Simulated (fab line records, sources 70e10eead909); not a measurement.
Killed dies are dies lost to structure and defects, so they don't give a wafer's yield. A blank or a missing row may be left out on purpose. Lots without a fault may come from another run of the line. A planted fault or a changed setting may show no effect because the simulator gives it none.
Which tool did it? | flow nand_harc | 23 lots, 69 wafers sampled, at 6 steps of a route of 1302

WHAT THE GAUGES READ, wafer by wafer
The record holds no reading of a measuring or inspecting step that can be judged against a usual standard deviation.

WHICH TOOL RAN EACH LOT (tool, then ch and the chambers of the sampled wafers, then the start)
lot  | NHARC_A_WL_FILL_CMP_12        | NHARC_A_CONTACT_ETCH_51                       | NHARC_A_CONTACT_ETCH_96                       | NHARC_A_CONTACT_ETCH_77                       | NHARC_A_CONTACT_ETCH_78                       | NHARC_A_CONTACT_ETCH_129
L074 | cmp-04 ch 0,1,2, day 21 09:18 | rie_diel-02 ch 0,2, day 22 08:47 or earlier   | rie_diel-06 ch 0,2, day 22 08:47 or earlier   | rie_diel-02 ch 0,1,3, day 22 08:47 or earlier | rie_diel-02 ch 1,2, day 22 08:47 or earlier   | har_cap_etch-03 ch 0,1, day 22 08:47
L076 | cmp-01 ch 1,2,3, day 21 19:35 | rie_diel-06 ch 0,2,3, day 22 16:11 or earlier | rie_diel-02 ch 0,1,2, day 22 16:11 or earlier | rie_diel-06 ch 0,1,2, day 22 16:11 or earlier | rie_diel-06 ch 1,2,3, day 22 16:11 or earlier | har_cap_etch-01 ch 0,1, day 22 16:11
L075 | cmp-04 ch 0,1,2, day 21 19:37 | rie_diel-06 ch 0,3, day 22 17:15 or earlier   | rie_diel-09 ch 0,1,2, day 22 17:15 or earlier | rie_diel-02 ch 0,1,3, day 22 17:15 or earlier | rie_diel-02 ch 0,2,3, day 22 17:15 or earlier | har_cap_etch-02 ch 0,1, day 22 17:15
L077 | cmp-03 ch 0,2,3, day 23 01:40 | rie_diel-06 ch 0,1,2, day 23 12:51 or earlier | rie_diel-02 ch 2,3, day 23 12:51              | rie_diel-06 ch 1,2, day 23 20:50 or earlier   | rie_diel-06 ch 1,2,3, day 23 20:50 or earlier | har_cap_etch-02 ch 0,1, day 23 20:50
L080 | cmp-04 ch 0,1,3, day 23 04:47 | rie_diel-06 ch 0,1, day 24 01:52 or earlier   | rie_diel-06 ch 1,2, day 24 01:52 or earlier   | rie_diel-02 ch 1,3, day 24 01:52 or earlier   | rie_diel-02 ch 1,2, day 24 01:52 or earlier   | har_cap_etch-03 ch 0,1, day 24 01:52
L078 | cmp-01 ch 0,2,3, day 23 17:26 | rie_diel-06 ch 1,3, day 24 08:52 or earlier   | rie_diel-06 ch 0,1, day 24 08:52              | rie_diel-06 ch 0,1,3, day 24 22:55 or earlier | rie_diel-06 ch 1,2, day 24 22:55 or earlier   | har_cap_etch-01 ch 0,1, day 24 22:55
L079 | cmp-01 ch 0,1,3, day 23 22:18 | rie_diel-02 ch 0,3, day 25 03:01 or earlier   | rie_diel-09 ch 1,2,3, day 25 03:01 or earlier | rie_diel-06 ch 1,2, day 25 03:01 or earlier   | rie_diel-06 ch 1,2, day 25 03:01 or earlier   | har_cap_etch-03 ch 0,1, day 25 03:01
L082 | cmp-03 ch 0,2, day 23 22:23   | rie_diel-09 ch 1,2, day 25 05:11 or earlier   | rie_diel-02 ch 1,2,3, day 25 05:11 or earlier | rie_diel-06 ch 0,2, day 25 05:11 or earlier   | rie_diel-06 ch 0,1, day 25 05:11 or earlier   | har_cap_etch-02 ch 0, day 25 05:11
L081 | cmp-03 ch 1,3, day 24 04:34   | rie_diel-09 ch 0,1, day 25 10:02 or earlier   | rie_diel-09 ch 0,2,3, day 25 10:02 or earlier | rie_diel-06 ch 0,3, day 25 10:02 or earlier   | rie_diel-06 ch 1,2,3, day 25 10:02 or earlier | har_cap_etch-03 ch 0,1, day 25 10:02
L083 | cmp-01 ch 0,1, day 24 20:51   | rie_diel-09 ch 0,2,3, day 25 20:01 or earlier | rie_diel-09 ch 1,2,3, day 25 20:01 or earlier | rie_diel-02 ch 0,1,3, day 25 20:01 or earlier | rie_diel-02 ch 2,3, day 25 20:01 or earlier   | har_cap_etch-03 ch 0,1, day 25 20:01
L084 | cmp-04 ch 0,2, day 25 12:55   | rie_diel-09 ch 0,1,3, day 26 08:34 or earlier | rie_diel-09 ch 0,1,2, day 26 08:34 or earlier | rie_diel-06 ch 1,2,3, day 26 08:34 or earlier | rie_diel-06 ch 2,3, day 26 08:34 or earlier   | har_cap_etch-03 ch 0,1, day 26 08:34
L085 | cmp-03 ch 0,1,3, day 26 02:13 | rie_diel-06 ch 0,1, day 27 03:16 or earlier   | rie_diel-06 ch 1,3, day 27 03:16 or earlier   | rie_diel-09 ch 0,1, day 27 03:16 or earlier   | rie_diel-09 ch 0,1,3, day 27 03:16 or earlier | har_cap_etch-02 ch 0, day 27 03:16
L086 | cmp-01 ch 0,1,2, day 26 12:19 | rie_diel-06 ch 0,1,2, day 27 09:10 or earlier | rie_diel-06 ch 0,2,3, day 27 09:10 or earlier | rie_diel-06 ch 1,2,3, day 27 09:10 or earlier | rie_diel-06 ch 1,2,3, day 27 09:10 or earlier | har_cap_etch-03 ch 0,1, day 27 09:10
L087 | cmp-04 ch 0,3, day 26 12:19   | rie_diel-02 ch 1,3, day 27 04:03 or earlier   | rie_diel-09 ch 1,2,3, day 27 04:03            | rie_diel-02 ch 1,2, day 27 13:34 or earlier   | rie_diel-02 ch 0,1,2, day 27 13:34 or earlier | har_cap_etch-02 ch 0,1, day 27 13:34
L090 | cmp-03 ch 0,1,3, day 27 16:55 | rie_diel-06 ch 0,2,3, day 28 14:16 or earlier | rie_diel-09 ch 1,2,3, day 28 14:16 or earlier | rie_diel-06 ch 0,1,2, day 28 14:16 or earlier | rie_diel-06 ch 0,2,3, day 28 14:16 or earlier | har_cap_etch-01 ch 0,1, day 28 14:16
L088 | cmp-03 ch 0,1,2, day 28 02:21 | rie_diel-09 ch 1,2,3, day 28 23:25 or earlier | rie_diel-06 ch 2,3, day 28 23:25 or earlier   | rie_diel-09 ch 0,1,3, day 28 23:25 or earlier | rie_diel-09 ch 0,1,3, day 28 23:25 or earlier | har_cap_etch-02 ch 0,1, day 28 23:25
L092 | cmp-04 ch 2,3, day 28 15:46   | rie_diel-02 ch 0,1,3, day 29 15:51 or earlier | rie_diel-06 ch 2,3, day 29 15:51 or earlier   | rie_diel-09 ch 0,1, day 29 15:51 or earlier   | rie_diel-09 ch 1,2, day 29 15:51 or earlier   | har_cap_etch-01 ch 0,1, day 29 15:51
L091 | cmp-01 ch 1,2, day 28 15:47   | rie_diel-02 ch 0,1,3, day 29 14:37 or earlier | rie_diel-06 ch 0,2,3, day 29 14:37 or earlier | rie_diel-06 ch 1,2, day 29 14:37 or earlier   | rie_diel-06 ch 0,2,3, day 29 14:37 or earlier | har_cap_etch-02 ch 0,1, day 29 14:37
L093 | cmp-04 ch 0,2,3, day 29 10:16 | rie_diel-06 ch 2,3, day 30 07:14 or earlier   | rie_diel-09 ch 0,1,2, day 30 07:14 or earlier | rie_diel-09 ch 1,2, day 30 07:14 or earlier   | rie_diel-09 ch 0,3, day 30 07:14 or earlier   | har_cap_etch-02 ch 1, day 30 07:14
L094 | cmp-01 ch 0,2, day 29 13:20   | rie_diel-06 ch 0,2,3, day 30 10:22 or earlier | rie_diel-06 ch 0,3, day 30 10:22 or earlier   | rie_diel-06 ch 0,1,3, day 30 10:22 or earlier | rie_diel-06 ch 1,2,3, day 30 10:22 or earlier | har_cap_etch-01 ch 0,1, day 30 10:22
L096 | cmp-03 ch 0,2,3, day 30 12:49 | rie_diel-02 ch 1,3, day 31 08:41 or earlier   | rie_diel-02 ch 1,2, day 31 08:41 or earlier   | rie_diel-06 ch 0,1,3, day 31 08:41 or earlier | rie_diel-06 ch 0,3, day 31 08:41 or earlier   | har_cap_etch-01 ch 0,1, day 31 08:41
L095 | cmp-04 ch 0,1,3, day 30 12:49 | rie_diel-09 ch 0,2,3, day 31 09:59 or earlier | rie_diel-09 ch 0,2, day 31 09:59 or earlier   | rie_diel-02 ch 1,2,3, day 31 09:59 or earlier | rie_diel-02 ch 2,3, day 31 09:59 or earlier   | har_cap_etch-03 ch 0,1, day 31 09:59
L097 | cmp-01 ch 0,2,3, day 30 18:05 | rie_diel-02 ch 0,2,3, day 31 13:13 or earlier | rie_diel-06 ch 0,2,3, day 31 13:13 or earlier | rie_diel-06 ch 0,1,2, day 31 13:13 or earlier | rie_diel-06 ch 0,1,2, day 31 13:13 or earlier | har_cap_etch-02 ch 0,1, day 31 13:13
- NHARC_A_WL_FILL_CMP_12: polishes, t overpolish 30 s, target thk 100 nm.
- NHARC_A_CONTACT_ETCH_51: etches the open film in O2/COS, target depth 7000 nm, time 1820 s.
- NHARC_A_CONTACT_ETCH_96: etches the open film in C4F6/O2, target depth 20 nm, time 10 s.
- NHARC_A_CONTACT_ETCH_77: etches the open film in CF4/CHF3, target depth 108.9 nm, time 54.5 s.
- NHARC_A_CONTACT_ETCH_78: etches the open film in O2/COS, target depth 5300 nm, time 1378 s.
- NHARC_A_CONTACT_ETCH_129: etches the open film in C4F8/O2/Ar, time 197 s, target depth 1918 nm.

WHAT THE TOOLS THEMSELVES READ (means of the sampled wafers that have a number; where no wafer has one, the mark that the record gives instead)
NHARC_A_WL_FILL_CMP_12. Usual: motor_current_A 12.4 A, standard deviation 1.5; overpolish_run_s 30.000 s, standard deviation 0.0087; time_to_endpoint_s 19.3 s, standard deviation 3.
lot  | tool   | motor_current_A (A) | overpolish_run_s (s) | time_to_endpoint_s (s) | flag
L074 | cmp-04 | 13.0                | 30.003               | 18.5                   |
L076 | cmp-01 | 12.2                | 29.991               | 23.3                   |
L075 | cmp-04 | 13.3                | 30.003               | 17.7                   |
L077 | cmp-03 | 12.1                | 30.008               | 17.3                   |
L080 | cmp-04 | 12.1                | 30.003               | 19.3                   |
L078 | cmp-01 | 11.1                | 30.005               | 23.0                   |
L079 | cmp-01 | 11.6                | 29.994               | 22.6                   |
L082 | cmp-03 | 12.1                | 29.998               | 18.1                   |
L081 | cmp-03 | 12.5                | 30.004               | 16.8                   |
L083 | cmp-01 | 12.4                | 29.995               | 21.8                   |
L084 | cmp-04 | 11.4                | 29.994               | 18.8                   |
L085 | cmp-03 | 13.0                | 30.003               | 16.6                   |
L086 | cmp-01 | 12.3                | 30.000               | 20.6                   |
L087 | cmp-04 | 11.3                | 30.007               | 16.4                   |
L090 | cmp-03 | 13.0                | 30.006               | 17.2                   |
L088 | cmp-03 | 12.7                | 30.007               | 19.4                   |
L092 | cmp-04 | 12.6                | 29.999               | 17.9                   |
L091 | cmp-01 | 13.1                | 29.999               | 20.4                   |
L093 | cmp-04 | 12.0                | 30.000               | 18.8                   |
L094 | cmp-01 | 12.7                | 30.000               | 17.4                   |
L096 | cmp-03 | 12.2                | 30.002               | 20.7                   |
L095 | cmp-04 | 12.8                | 30.008               | 16.6                   |
L097 | cmp-01 | 11.2                | 29.996               | 19.0                   |

NHARC_A_CONTACT_ETCH_51. Usual: drypump_motor_current_A 5.8 A, standard deviation 0.45; oes_product_au 1.001 a.u., standard deviation 0.012; rf_vpp_V 314.4 V, standard deviation 2.4; showerhead_plenum_p_Torr 3.14 Torr, standard deviation 0.16; throttle_valve_pct 28.330 %, standard deviation 0.01.
lot  | tool        | drypump_motor_current_A (A) | oes_product_au (a.u.) | rf_vpp_V (V) | showerhead_plenum_p_Torr (Torr) | throttle_valve_pct (%) | flag
L074 | rie_diel-02 | 5.9                         | 1.000                 | 314.6        | 3.11                            | 28.329                 |
L076 | rie_diel-06 | 5.6                         | 0.997                 | 314.8        | 3.16                            | 28.332                 |
L075 | rie_diel-06 | 5.4                         | 1.000                 | 314.3        | 3.14                            | 28.332                 |
L077 | rie_diel-06 | 5.6                         | 0.996                 | 315.0        | 3.15                            | 28.326                 |
L080 | rie_diel-06 | 5.4                         | 0.996                 | 313.9        | 3.12                            | 28.317                 |
L078 | rie_diel-06 | 5.1                         | 0.997                 | 312.9        | 3.01                            | 28.337                 |
L079 | rie_diel-02 | 6.0                         | 1.004                 | 317.4        | 3.29                            | 28.328                 |
L082 | rie_diel-09 | 5.4                         | 0.994                 | 317.2        | 3.29                            | 28.322                 |
L081 | rie_diel-09 | 5.4                         | 0.999                 | 313.3        | 3.07                            | 28.327                 |
L083 | rie_diel-09 | 5.6                         | 1.005                 | 312.6        | 3.05                            | 28.332                 |
L084 | rie_diel-09 | 5.8                         | 1.003                 | 313.1        | 3.04                            | 28.330                 |
L085 | rie_diel-06 | 5.4                         | 0.993                 | 314.1        | 3.11                            | 28.338                 |
L086 | rie_diel-06 | 5.6                         | 0.989                 | 314.1        | 3.15                            | 28.329                 |
L087 | rie_diel-02 | 6.4                         | 1.012                 | 315.9        | 3.24                            | 28.336                 |
L090 | rie_diel-06 | 5.6                         | 0.992                 | 314.9        | 3.15                            | 28.333                 |
L088 | rie_diel-09 | 5.8                         | 0.996                 | 313.9        | 3.15                            | 28.336                 |
L092 | rie_diel-02 | 6.2                         | 1.013                 | 315.8        | 3.21                            | 28.341                 |
L091 | rie_diel-02 | 6.1                         | 1.017                 | 316.3        | 3.22                            | 28.337                 |
L093 | rie_diel-06 | 5.3                         | 0.999                 | 313.7        | 3.03                            | 28.326                 |
L094 | rie_diel-06 | 5.6                         | 0.997                 | 313.7        | 3.15                            | 28.330                 |
L096 | rie_diel-02 | 6.3                         | 1.019                 | 314.3        | 3.15                            | 28.334                 |
L095 | rie_diel-09 | 5.6                         | 1.003                 | 315.0        | 3.20                            | 28.331                 |
L097 | rie_diel-02 | 6.1                         | 1.014                 | 315.2        | 3.18                            | 28.329                 |

NHARC_A_CONTACT_ETCH_96. Usual: drypump_motor_current_A 5.7 A, standard deviation 0.45; oes_product_au 0.967 a.u., standard deviation 0.025; rf_vpp_V 547 V, standard deviation 4; showerhead_plenum_p_Torr 3.93 Torr, standard deviation 0.19; throttle_valve_pct 26.903 %, standard deviation 0.0087.
lot  | tool        | drypump_motor_current_A (A) | oes_product_au (a.u.) | rf_vpp_V (V) | showerhead_plenum_p_Torr (Torr) | throttle_valve_pct (%) | flag
L074 | rie_diel-06 | 5.8                         | 0.994                 | 548          | 4.00                            | 26.893                 |
L076 | rie_diel-02 | 5.9                         | 0.949                 | 547          | 3.94                            | 26.906                 |
L075 | rie_diel-09 | 5.4                         | 1.003                 | 548          | 4.00                            | 26.910                 |
L077 | rie_diel-02 | 6.4                         | 0.950                 | 550          | 4.04                            | 26.901                 |
L080 | rie_diel-06 | 5.4                         | 0.942                 | 545          | 3.81                            | 26.907                 |
L078 | rie_diel-06 | 5.4                         | 0.954                 | 547          | 3.92                            | 26.903                 |
L079 | rie_diel-09 | 5.8                         | 0.997                 | 547          | 3.97                            | 26.893                 |
L082 | rie_diel-02 | 6.2                         | 0.954                 | 547          | 3.94                            | 26.906                 |
L081 | rie_diel-09 | 5.7                         | 0.968                 | 545          | 3.84                            | 26.908                 |
L083 | rie_diel-09 | 5.8                         | 0.954                 | 547          | 3.97                            | 26.904                 |
L084 | rie_diel-09 | 5.4                         | 0.950                 | 547          | 3.99                            | 26.905                 |
L085 | rie_diel-06 | 5.1                         | 0.932                 | 544          | 3.78                            | 26.910                 |
L086 | rie_diel-06 | 5.6                         | 0.933                 | 547          | 3.96                            | 26.902                 |
L087 | rie_diel-09 | 5.8                         | 0.950                 | 547          | 3.96                            | 26.907                 |
L090 | rie_diel-09 | 5.8                         | 0.958                 | 547          | 3.95                            | 26.896                 |
L088 | rie_diel-06 | 5.5                         | 0.997                 | 545          | 3.85                            | 26.898                 |
L092 | rie_diel-06 | 5.3                         | 1.011                 | 545          | 3.82                            | 26.898                 |
L091 | rie_diel-06 | 5.6                         | 1.002                 | 547          | 3.96                            | 26.911                 |
L093 | rie_diel-09 | 5.4                         | 1.002                 | 548          | 3.97                            | 26.904                 |
L094 | rie_diel-06 | 5.4                         | 0.949                 | 546          | 3.92                            | 26.897                 |
L096 | rie_diel-02 | 6.1                         | 0.961                 | 544          | 3.79                            | 26.905                 |
L095 | rie_diel-09 | 5.3                         | 0.962                 | 549          | 3.98                            | 26.912                 |
L097 | rie_diel-06 | 5.6                         | 0.970                 | 547          | 3.95                            | 26.901                 |

NHARC_A_CONTACT_ETCH_77. Usual: drypump_motor_current_A 5.7 A, standard deviation 0.43; oes_product_au 0.938 a.u., standard deviation 0.022; rf_vpp_V 370.8 V, standard deviation 2.5; showerhead_plenum_p_Torr 1.58 Torr, standard deviation 0.076; throttle_valve_pct 16.803 %, standard deviation 0.0086.
lot  | tool        | drypump_motor_current_A (A) | oes_product_au (a.u.) | rf_vpp_V (V) | showerhead_plenum_p_Torr (Torr) | throttle_valve_pct (%) | flag
L074 | rie_diel-02 | 6.1                         | 0.934                 | 373.0        | 1.64                            | 16.804                 |
L076 | rie_diel-06 | 5.6                         | 0.931                 | 370.8        | 1.59                            | 16.805                 |
L075 | rie_diel-02 | 6.1                         | 0.975                 | 372.5        | 1.64                            | 16.798                 |
L077 | rie_diel-06 | 5.6                         | 0.917                 | 369.6        | 1.54                            | 16.802                 |
L080 | rie_diel-02 | 6.3                         | 0.941                 | 371.4        | 1.60                            | 16.795                 |
L078 | rie_diel-06 | 5.4                         | 0.924                 | 370.1        | 1.58                            | 16.800                 |
L079 | rie_diel-06 | 5.4                         | 0.954                 | 368.8        | 1.53                            | 16.795                 |
L082 | rie_diel-06 | 5.8                         | 0.921                 | 371.4        | 1.61                            | 16.801                 |
L081 | rie_diel-06 | 5.6                         | 0.967                 | 372.5        | 1.64                            | 16.807                 |
L083 | rie_diel-02 | 6.2                         | 0.980                 | 372.2        | 1.63                            | 16.798                 |
L084 | rie_diel-06 | 5.4                         | 0.965                 | 368.5        | 1.53                            | 16.807                 |
L085 | rie_diel-09 | 5.6                         | 0.920                 | 371.3        | 1.60                            | 16.807                 |
L086 | rie_diel-06 | 5.4                         | 0.913                 | 369.0        | 1.53                            | 16.808                 |
L087 | rie_diel-02 | 6.0                         | 0.930                 | 369.3        | 1.53                            | 16.800                 |
L090 | rie_diel-06 | 5.6                         | 0.920                 | 371.0        | 1.58                            | 16.799                 |
L088 | rie_diel-09 | 5.8                         | 0.924                 | 369.6        | 1.53                            | 16.798                 |
L092 | rie_diel-09 | 5.5                         | 0.977                 | 371.4        | 1.59                            | 16.796                 |
L091 | rie_diel-06 | 5.4                         | 0.919                 | 368.6        | 1.52                            | 16.801                 |
L093 | rie_diel-09 | 5.4                         | 0.927                 | 373.4        | 1.65                            | 16.798                 |
L094 | rie_diel-06 | 5.4                         | 0.916                 | 370.5        | 1.57                            | 16.801                 |
L096 | rie_diel-06 | 5.4                         | 0.954                 | 370.9        | 1.57                            | 16.808                 |
L095 | rie_diel-02 | 6.2                         | 0.944                 | 370.8        | 1.57                            | 16.805                 |
L097 | rie_diel-06 | 5.6                         | 0.926                 | 371.3        | 1.58                            | 16.806                 |

NHARC_A_CONTACT_ETCH_78. Usual: drypump_motor_current_A 5.7 A, standard deviation 0.43; oes_product_au 1.000 a.u., standard deviation 0.01; rf_vpp_V 314.3 V, standard deviation 2.3; showerhead_plenum_p_Torr 3.14 Torr, standard deviation 0.15; throttle_valve_pct 28.330 %, standard deviation 0.0089.
lot  | tool        | drypump_motor_current_A (A) | oes_product_au (a.u.) | rf_vpp_V (V) | showerhead_plenum_p_Torr (Torr) | throttle_valve_pct (%) | flag
L074 | rie_diel-02 | 6.1                         | 1.011                 | 312.8        | 3.08                            | 28.337                 |
L076 | rie_diel-06 | 5.3                         | 0.995                 | 313.0        | 3.04                            | 28.325                 |
L075 | rie_diel-02 | 6.1                         | 0.994                 | 315.8        | 3.21                            | 28.336                 |
L077 | rie_diel-06 | 5.3                         | 0.988                 | 312.6        | 3.04                            | 28.330                 |
L080 | rie_diel-02 | 6.1                         | 1.007                 | 313.4        | 3.07                            | 28.323                 |
L078 | rie_diel-06 | 5.4                         | 1.003                 | 313.0        | 3.02                            | 28.334                 |
L079 | rie_diel-06 | 5.5                         | 1.006                 | 312.7        | 3.02                            | 28.318                 |
L082 | rie_diel-06 | 5.4                         | 1.011                 | 313.4        | 3.11                            | 28.323                 |
L081 | rie_diel-06 | 5.4                         | 0.994                 | 312.8        | 3.03                            | 28.337                 |
L083 | rie_diel-02 | 6.4                         | 1.017                 | 315.0        | 3.21                            | 28.329                 |
L084 | rie_diel-06 | 5.3                         | 0.996                 | 313.3        | 3.04                            | 28.324                 |
L085 | rie_diel-09 | 5.8                         | 0.997                 | 313.0        | 3.04                            | 28.328                 |
L086 | rie_diel-06 | 5.4                         | 0.990                 | 313.5        | 3.03                            | 28.321                 |
L087 | rie_diel-02 | 6.0                         | 1.007                 | 314.0        | 3.12                            | 28.332                 |
L090 | rie_diel-06 | 5.6                         | 1.000                 | 314.6        | 3.15                            | 28.329                 |
L088 | rie_diel-09 | 5.8                         | 1.001                 | 312.1        | 3.03                            | 28.334                 |
L092 | rie_diel-09 | 5.4                         | 0.991                 | 316.9        | 3.27                            | 28.336                 |
L091 | rie_diel-06 | 5.6                         | 1.000                 | 313.7        | 3.15                            | 28.322                 |
L093 | rie_diel-09 | 6.0                         | 1.017                 | 315.8        | 3.23                            | 28.317                 |
L094 | rie_diel-06 | 5.3                         | 0.984                 | 313.2        | 3.02                            | 28.320                 |
L096 | rie_diel-06 | 5.3                         | 1.004                 | 314.1        | 3.12                            | 28.327                 |
L095 | rie_diel-02 | 6.2                         | 1.007                 | 313.3        | 3.08                            | 28.333                 |
L097 | rie_diel-06 | 5.6                         | 0.998                 | 313.5        | 3.14                            | 28.339                 |

THE ANSWER, worked out from the rows above alone
Rule: a lot is off if the mean of its wafers that have a number lies more than 3 standard deviations from the usual mean. A lot without any number at a reading at which 4 lots or more have one is off too. The other lots that the step has rows for count as sound. The gauges are gone through in route order, then the tools' own readings, and for those a lot's mean is taken as printed above. The first step at which some lot is off is used, and at that step the reading that is off furthest; a lot without a number counts as furthest.
No lot is off at any reading shown: from this, nothing can be told.

WHAT THE SIMULATOR HAD PUT IN
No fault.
